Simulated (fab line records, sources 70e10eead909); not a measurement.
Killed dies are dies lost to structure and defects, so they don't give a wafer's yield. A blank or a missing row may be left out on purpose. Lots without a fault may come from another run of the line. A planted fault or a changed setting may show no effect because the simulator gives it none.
A struck lot beside a sound one | flow nand_harc | 15 steps out of a route of 1159
Sound: wafers L702.1, L702.3, L702.6. Struck: wafer L711.6. (L711.1 of the same lot was not struck and is left out.) The cause comes at the end.
At each step with rows: each side's tool, then ch and its chambers, then its first start. Under that, the readings that differ: sound wafers | struck wafers | difference of the means | sigmas: that difference in standard deviations of wafers without a fault.
alike: readings whose means differ by less than 2 such deviations, and words and numbers that are the same on both sides. not compared: withheld readings, readings that some wafer has no value for, bounds like >300 that may hide the same value, and numbers for which the record gives no deviation and whose values overlap.
The two part at a step that has a row with sigmas, a row that says differs or no value, or rows on one side only. Numbers that don't overlap but have no deviation are shown without sigmas and don't part them. A reading that every wafer of one side lacks parts them only if that side has two wafers or more.

first, 1 step without rows for these wafers: NHARC_A_ONON_D1_DEP_00 (target thk 1000 nm).
NHARC_A_ONON_D1_THK_MEAS_02: measures by ellipsometry.
  sound on film_metro-02, day 8 17:54; struck on film_metro-02, day 10 20:19
  reading     | sound          | struck | difference | sigmas
  thk_nm (nm) | 1012 1010 1011 | 988    | -23        | -3
then, 1 step without rows for these wafers: NHARC_A_ONON_D1_DEP_03 (target thk 1000 nm).
NHARC_A_ONON_D1_THK_MEAS_05: measures by ellipsometry.
  sound on film_metro-02, day 8 18:28; struck on film_metro-01, day 10 20:54
  alike: thk_nm
then, 1 step without rows for these wafers: NHARC_A_ONON_D1_DEP_06 (target thk 1000 nm).
NHARC_A_ONON_D1_THK_MEAS_08: measures by ellipsometry.
  sound on film_metro-02, day 8 19:02; struck on film_metro-01, day 10 21:28
  alike: thk_nm
then, 1 step without rows for these wafers: NHARC_A_ONON_D1_DEP_09 (target thk 1000 nm).
NHARC_A_ONON_D1_THK_MEAS_11: measures by ellipsometry.
  sound on film_metro-02, day 8 19:36; struck on film_metro-02, day 10 22:02
  reading     | sound          | struck | difference | sigmas
  thk_nm (nm) | 1013 1013 1014 | 971    | -42        | -4
then, 1 step without rows for these wafers: NHARC_A_ONON_D1_DEP_12 (target thk 1000 nm).
NHARC_A_ONON_D1_THK_MEAS_14: measures by ellipsometry.
  sound on film_metro-01, day 8 20:11; struck on film_metro-01, day 10 22:36
  alike: thk_nm
then, 1 step without rows for these wafers: NHARC_A_ONON_D1_ANNEAL_15 (time 3600 s).
NHARC_A_ONON_D1_DEP_16: target thk 1000 nm.
  sound on pecvd_onon-02 ch 0, day 9 03:34; struck on pecvd_onon-02 ch 0, day 11 05:07
  alike: susceptor_temp_C
NHARC_A_ONON_D1_THK_MEAS_18: measures by ellipsometry.
  sound on film_metro-01, day 9 04:04; struck on film_metro-01, day 11 05:37
  reading     | sound          | struck | difference | sigmas
  thk_nm (nm) | 1014 1013 1014 | 916    | -98        | -10
then, 1 step without rows for these wafers: NHARC_A_ONON_D1_DEP_19 (target thk 1000 nm).
-- the record jumps here: 11 days lie between the struck wafers' starts before and after (it left off in module A_ONON_D1 and takes up again in module END, whose first step shown is number 1159 of the route) --
NHARC_END_SORT_01:
  the record has rows for the struck wafers here (prober-02 ch 0, day 22 14:39) and none for the sound ones

WHERE THEY PART
First at NHARC_A_ONON_D1_THK_MEAS_02; last, within this record, at NHARC_END_SORT_01.

WHY: what the simulator had put in
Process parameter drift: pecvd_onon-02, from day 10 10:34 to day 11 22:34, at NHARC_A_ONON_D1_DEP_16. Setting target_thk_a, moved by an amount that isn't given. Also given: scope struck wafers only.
